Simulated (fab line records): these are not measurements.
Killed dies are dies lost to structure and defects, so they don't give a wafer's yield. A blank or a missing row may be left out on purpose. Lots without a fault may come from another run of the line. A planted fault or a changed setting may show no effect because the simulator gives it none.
Matching of chambers | flow n5Finfet | cmp-02 running N5_ILD0_CMP_07: 4 sister chambers
The step polishes SiO2 flowable, stops on poly-Si, t overpolish 1.18 s, target thk 138.88 nm. 14 wafers are shown with their chamber, then 6 later ones without.

== WAFERS, EACH WITH ITS CHAMBER ==
wafer  | chamber | motorCurrentA (A) | padLifeWafers
L075.2 | 2       | 13.8              | 115
L075.4 | 1       | 12.4              | 114
L076.1 | 3       | 14.6              | 150
L076.4 | 1       | 12.7              | 152
L080.1 | 0       | 13.9              | 374
L080.3 | 3       | 14.9              | 373
L082.3 | 2       | 13.8              | 483
L082.4 | 1       | 13.0              | 482
L084.2 | 3       | 15.3              | 534
L084.3 | 0       | 13.2              | 535
L084.4 | 1       | 13.2              | 536
L085.1 | 1       | 12.8              | 625
L085.2 | 0       | 13.5              | 624
L091.1 | 3       | 15.8              | 891

SIGNATURES, as means of the wafers listed above
reading       | chamber 0 | chamber 1 | chamber 2 | chamber 3 | scatter within a chamber
motorCurrentA | 13.533    | 12.820    | 13.800    | 15.150    | 0.377
padLifeWafers | 511.00    | 381.80    | 299.00    | 487.00    | 247
Rule: a wafer lies at a distance from a chamber equal to the root of the sum of squares, over the readings, of (its reading less the chamber's mean, divided by the reading's scatter). The wafer belongs to the nearest chamber; if the next one is less than 2 further off, it can't be placed. The scatter: the root of (the sum of the squares of (reading less its chamber's mean) over the shown wafers, divided by (wafers less chambers)).

== WAFERS WITHOUT THEIR CHAMBER ==
wafer  | motorCurrentA (A) | padLifeWafers
L092.1 | 14.9              | 925
L092.3 | 12.4              | 927
L092.4 | 14.0              | 924
L093.1 | 13.4              | 990
L093.4 | 14.3              | 993
L097.1 | 13.5              | 1189

== WHICH CHAMBER EACH ONE RAN IN ==
wafer  | from the rows above               | in truth
L092.1 | can't be placed: 3 or 2           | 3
L092.3 | can't be placed: 1 or 0           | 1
L092.4 | can't be placed: 0 or 2 or 3 or 1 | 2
L093.1 | can't be placed: 0 or 1 or 2      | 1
L093.4 | can't be placed: 0 or 3 or 2 or 1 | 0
L097.1 | can't be placed: 0 or 2 or 1      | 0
Correctly placed: 0 of 6. Not placeable from these rows: 6 (in 6, the candidates include the true chamber). Number placed wrongly: 0.
